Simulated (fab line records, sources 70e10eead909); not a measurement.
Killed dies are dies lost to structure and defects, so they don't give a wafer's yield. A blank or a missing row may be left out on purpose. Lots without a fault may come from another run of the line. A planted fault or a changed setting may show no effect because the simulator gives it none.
Which tool did it? | flow nand_harc | 13 lots, 37 wafers sampled, at 5 steps of a route of 1302

WHAT THE GAUGES READ, wafer by wafer
NHARC_END_SORT_01. Usual: defect_limited_yield 91 %, standard deviation 3.1; killed_at_array 54, standard deviation 21; killed_at_other 0.9, standard deviation 1.1; killed_at_periphery 3.5, standard deviation 2.5; killed_dies 58, standard deviation 21; killed_open 3.3, standard deviation 1.9; killed_short 2.6, standard deviation 1.8; sort_bin_2_pct 3.0 %, standard deviation 1.4; sort_bin_3_pct 0.6 %, standard deviation 0.41; sort_bin_4_pct 4.9 %, standard deviation 1.7; sort_n_pass 619, standard deviation 21; sort_rim_yield_pct 92 %, standard deviation 4; sort_yield_pct 91 %, standard deviation 3.1.
lot  | measured     | on        | defect_limited_yield (%) | killed_at_array | killed_at_other | killed_at_periphery | killed_dies | killed_open | killed_short | sort_bin_2_pct (%) | sort_bin_3_pct (%) | sort_bin_4_pct (%) | sort_n_pass | sort_rim_yield_pct (%) | sort_yield_pct (%) | flag
L558 | day 24 16:21 | prober-02 | 91 92 92                 | 56 53 52        | 0 0 0           | 2 4 4               | 58 57 56    | 2 6 5       | 3 2 0        | 1.9 3.2 2.8        | 0.3 0.4 0.3        | 6.4 4.7 5.2        | 619 620 621 | 92 96 95               | 91 92 92           |
L557 | day 25 01:17 | prober-02 | 97 95 95                 | 14 21 25        | 2 1 1           | 3 10 8              | 19 32 34    | 3 1 2       | 0 2 2        | 0.9 1.3 1.6        | 0.1 0.1 0.6        | 1.8 3.2 2.8        | 658 645 643 | 97 98 95               | 97 95 95           |
L562 | day 27 00:20 | prober-01 | 94 93 93                 | 36 44 44        | 2 0 1           | 2 2 0               | 40 46 45    | 2 3 1       | 2 0 1        | 2.8 2.4 1.5        | 0.1 0.6 1.2        | 3.0 3.8 4.0        | 637 631 632 | 97 96 95               | 94 93 93           |
L561 | day 26 22:45 | prober-02 | 87 87 87                 | 85 85 87        | 2 4 2           | 2 1 0               | 89 90 89    | 1 1 3       | 1 4 4        | 4.7 4.4 5.2        | 1.3 1.2 0.9        | 7.1 7.7 7.1        | 588 587 588 | 88 92 91               | 87 87 87           |
L564 | day 27 07:18 | prober-02 | 95 95 93                 | 33 33 44        | 0 2 0           | 3 0 1               | 36 35 45    | 1 2 5       | 5 2 1        | 1.9 1.3 2.4        | 0.1 0 0.3          | 3.2 3.8 4.0        | 641 642 632 | 92 92 92               | 95 95 93           |
L560 | day 27 09:43 | prober-01 | 96 96 95                 | 21 23 31        | 1 0 0           | 3 3 2               | 25 26 33    | 1 2 3       | 1 6 0        | 1.6 0.7 1.3        | 0.3 0.4 0          | 1.8 2.7 3.5        | 652 651 644 | 94 95 95               | 96 96 95           |
L563 | day 27 16:41 | prober-02 | 90 88 85                 | 67 78 96        | 1 0 1           | 2 3 7               | 70 81 104   | 2 3 6       | 3 5 1        | 4.7 4.4 5.9        | 1.2 1.2 1.3        | 4.4 6.4 8.1        | 607 596 573 | 89 97 91               | 90 88 85           |
L570 | day 30 09:29 | prober-01 | 0 90 0                   | 58 53 56        | 614 0 615       | 5 13 6              | 677 66 677  | 1 5 6       | 1 1 5        | 93.2 3.5 94.8      | 0.6 0.6 0.3        | 6.2 5.6 4.9        | 0 611 0     | 0 93 0                 | 0 90 0             | OFF
L571 | day 30 09:28 | prober-02 | 0 0                      | 58 62           | 617 612         | 2 3                 | 677 677     | 3 5         | 6 9          | 93.8 93.8          | 0.9 0.4            | 5.3 5.8            | 0 0         | 0 0                    | 0 0                | OFF
L569 | day 30 23:11 | prober-02 | 89 0                     | 67 60           | 0 611           | 8 6                 | 75 677      | 2 5         | 7 3          | 4.1 93.4           | 0.9 0.7            | 6.1 5.9            | 602 0       | 91 0                   | 89 0               | OFF
L576 | day 32 12:28 | prober-01 | 94 95 94                 | 35 32 40        | 2 1 0           | 3 2 4               | 40 35 44    | 5 2 3       | 3 2 5        | 1.6 1.0 3.0        | 0.3 0.6 0.6        | 4.0 3.5 3.0        | 637 642 633 | 94 95 95               | 94 95 94           |
L579 | day 33 18:04 | prober-02 | 95 96 96                 | 26 22 26        | 6 1 1           | 2 4 2               | 34 27 29    | 7 5 6       | 2 4 4        | 1.2 1.6 1.6        | 0.3 0 0.1          | 3.5 2.4 2.5        | 643 650 648 | 95 94 97               | 95 96 96           |
L578 | day 33 19:38 | prober-01 | 90 89 93                 | 65 74 41        | 1 0 1           | 1 2 5               | 67 76 47    | 1 5 2       | 3 3 4        | 3.1 3.4 1.8        | 0.4 0.9 1.2        | 6.4 6.9 4.0        | 610 601 630 | 85 83 90               | 90 89 93           |

WHICH TOOL RAN EACH LOT (tool, then ch and the chambers of the sampled wafers, then the start)
lot  | NHARC_THIN_TSV_DEGAS_49      | NHARC_THIN_TSV_ECD_20          | NHARC_THIN_TSV_PRE_CLEAN_54  | NHARC_THIN_TSV_DESCUM_35
L558 | pvd_sputter-01, day 24 04:32 | ecd_cu-01 ch 0,1, day 24 05:23 | pvd_sputter-01, day 24 06:55 | rie_diel-09 ch 0,2, day 24 08:09
L557 | pvd_sputter-01, day 24 10:50 | ecd_cu-02 ch 0,1, day 24 11:17 | pvd_sputter-01, day 24 12:56 | rie_diel-02 ch 0,3, day 24 14:11
L562 | pvd_sputter-02, day 26 10:44 | ecd_cu-01 ch 0,1, day 26 11:23 | pvd_sputter-02, day 26 12:47 | rie_diel-09 ch 1,2,3, day 26 13:53
L561 | pvd_sputter-01, day 26 12:13 | ecd_cu-01 ch 0,1, day 26 12:47 | pvd_sputter-03, day 26 14:20 | rie_diel-09 ch 0,2, day 26 15:33
L564 | pvd_sputter-03, day 26 19:01 | ecd_cu-02 ch 0,1, day 26 19:34 | pvd_sputter-03, day 26 21:04 | rie_diel-09 ch 0,3, day 26 22:19
L560 | pvd_sputter-02, day 26 20:11 | ecd_cu-01 ch 0,1, day 26 20:48 | pvd_sputter-01, day 26 22:14 | rie_diel-09 ch 0,1,3, day 26 23:29
L563 | pvd_sputter-02, day 26 21:22 | ecd_cu-02 ch 0,1, day 26 22:01 | pvd_sputter-01, day 26 23:26 | rie_diel-02 ch 0,1,3, day 27 00:31
L570 | pvd_sputter-03, day 29 21:17 | ecd_cu-02 ch 0,1, day 29 21:50 | pvd_sputter-02, day 29 23:20 | rie_diel-10 ch 0,1,3, day 30 00:28
L571 | pvd_sputter-01, day 29 22:21 | ecd_cu-02 ch 0,1, day 29 22:53 | pvd_sputter-01, day 30 00:27 | rie_diel-10 ch 1, day 30 01:40
L569 | pvd_sputter-02, day 30 01:53 | ecd_cu-02 ch 0,1, day 30 02:41 | pvd_sputter-02, day 30 03:56 | rie_diel-09 ch 0,1, day 30 05:10
L576 | pvd_sputter-02, day 31 20:58 | ecd_cu-01 ch 1, day 31 21:30   | pvd_sputter-02, day 31 23:04 | rie_diel-02 ch 1,3, day 32 00:17
L579 | pvd_sputter-03, day 33 05:58 | ecd_cu-01 ch 0,1, day 33 06:25 | pvd_sputter-02, day 33 08:01 | rie_diel-02 ch 0,1,2, day 33 09:14
L578 | pvd_sputter-03, day 33 07:05 | ecd_cu-01 ch 0,1, day 33 07:49 | pvd_sputter-03, day 33 09:17 | rie_diel-02 ch 0,2,3, day 33 10:31
- NHARC_THIN_TSV_DEGAS_49: time 120 s.
- NHARC_THIN_TSV_ECD_20: material Cu, target thk 2000 nm.
- NHARC_THIN_TSV_PRE_CLEAN_54: time 30 s.
- NHARC_THIN_TSV_DESCUM_35: chemistry O2, time 3 s.

WHAT THE TOOLS THEMSELVES READ (means of the sampled wafers that have a number; where no wafer has one, the mark that the record gives instead)
NHARC_THIN_TSV_DEGAS_49. Usual: heater_power_w 456 W, standard deviation 32.
lot  | tool           | heater_power_w (W) | flag
L558 | pvd_sputter-01 | 484                |
L557 | pvd_sputter-01 | 395                |
L562 | pvd_sputter-02 | 443                |
L561 | pvd_sputter-01 | 465                |
L564 | pvd_sputter-03 | 468                |
L560 | pvd_sputter-02 | 444                |
L563 | pvd_sputter-02 | 435                |
L570 | pvd_sputter-03 | 470                |
L571 | pvd_sputter-01 | 438                |
L569 | pvd_sputter-02 | 432                |
L576 | pvd_sputter-02 | 433                |
L579 | pvd_sputter-03 | 467                |
L578 | pvd_sputter-03 | 479                |

NHARC_THIN_TSV_PRE_CLEAN_54. Usual: heater_power_w 399 W, standard deviation 28.
lot  | tool           | heater_power_w (W) | flag
L558 | pvd_sputter-01 | 406                |
L557 | pvd_sputter-01 | 394                |
L562 | pvd_sputter-02 | 387                |
L561 | pvd_sputter-03 | 401                |
L564 | pvd_sputter-03 | 419                |
L560 | pvd_sputter-01 | 406                |
L563 | pvd_sputter-01 | 388                |
L570 | pvd_sputter-02 | 379                |
L571 | pvd_sputter-01 | 426                |
L569 | pvd_sputter-02 | 386                |
L576 | pvd_sputter-02 | 394                |
L579 | pvd_sputter-02 | 399                |
L578 | pvd_sputter-03 | 416                |

NHARC_THIN_TSV_DESCUM_35. Usual: drypump_motor_current_A 5.6 A, standard deviation 0.45; mfc_ar_sccm 0.009 sccm, standard deviation 0.014; oes_product_au 1.000 a.u., standard deviation 0.013; rf_vpp_V 57.8 V, standard deviation 0.99; showerhead_plenum_p_Torr 1.92 Torr, standard deviation 0.085; throttle_valve_pct 11.312 %, standard deviation 0.0099.
lot  | tool        | drypump_motor_current_A (A) | mfc_ar_sccm (sccm) | oes_product_au (a.u.) | rf_vpp_V (V) | showerhead_plenum_p_Torr (Torr) | throttle_valve_pct (%) | flag
L558 | rie_diel-09 | 5.4                         | 0.007              | 0.990                 | 58.2         | 1.80                            | 11.312                 |
L557 | rie_diel-02 | 5.3                         | 0.007              | 1.007                 | 58.0         | 2.00                            | 11.309                 |
L562 | rie_diel-09 | 5.9                         | 0.014              | 1.006                 | 56.9         | 1.91                            | 11.306                 |
L561 | rie_diel-09 | 5.9                         | 0.004              | 0.977                 | 57.2         | 1.79                            | 11.311                 |
L564 | rie_diel-09 | 5.4                         | 0.004              | 1.009                 | 58.1         | 1.92                            | 11.315                 |
L560 | rie_diel-09 | 5.5                         | 0.017              | 0.991                 | 57.9         | 1.92                            | 11.315                 |
L563 | rie_diel-02 | 5.4                         | 0.006              | 0.998                 | 57.7         | 1.97                            | 11.316                 |
L570 | rie_diel-10 | 5.8                         | 0.007              | 0.994                 | 56.6         | 1.87                            | 11.319                 |
L571 | rie_diel-10 | 5.9                         | 0.020              | 1.004                 | 58.9         | 1.88                            | 11.306                 |
L569 | rie_diel-09 | 5.4                         | 0.026              | 1.004                 | 57.5         | 1.90                            | 11.320                 |
L576 | rie_diel-02 | 5.4                         | 0.010              | 1.005                 | 58.5         | 1.96                            | 11.314                 |
L579 | rie_diel-02 | 5.3                         | 0.001              | 0.998                 | 57.7         | 1.97                            | 11.315                 |
L578 | rie_diel-02 | 5.1                         | 0.006              | 0.998                 | 57.2         | 1.99                            | 11.321                 |

THE ANSWER, worked out from the rows above alone
Rule: a lot is off if the mean of its wafers that have a number lies more than 3 standard deviations from the usual mean. A lot without any number at a reading at which 4 lots or more have one is off too. The other lots that the step has rows for count as sound. The gauges are gone through in route order, then the tools' own readings, and for those a lot's mean is taken as printed above. The first step at which some lot is off is used, and at that step the reading that is off furthest; a lot without a number counts as furthest.
Off: L570, L571, L569, at NHARC_END_SORT_01 (killed_at_other).
A tool fits if, at a process step before that reading, it ran every lot that is off, and no sound lot after the first of them. The gauges at NHARC_END_SORT_01 are tried like those tools. One fits: ecd_cu-02 at NHARC_THIN_TSV_ECD_20. Its last sound lot is L563 (day 26 22:01), its first lot that is off L570 (day 29 21:50): a fault that began between those two fits.

WHAT THE SIMULATOR HAD PUT IN
Process parameter drift: ecd_cu-02, from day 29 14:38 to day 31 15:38, at NHARC_THIN_TSV_ECD_20. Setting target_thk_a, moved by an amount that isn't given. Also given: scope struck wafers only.
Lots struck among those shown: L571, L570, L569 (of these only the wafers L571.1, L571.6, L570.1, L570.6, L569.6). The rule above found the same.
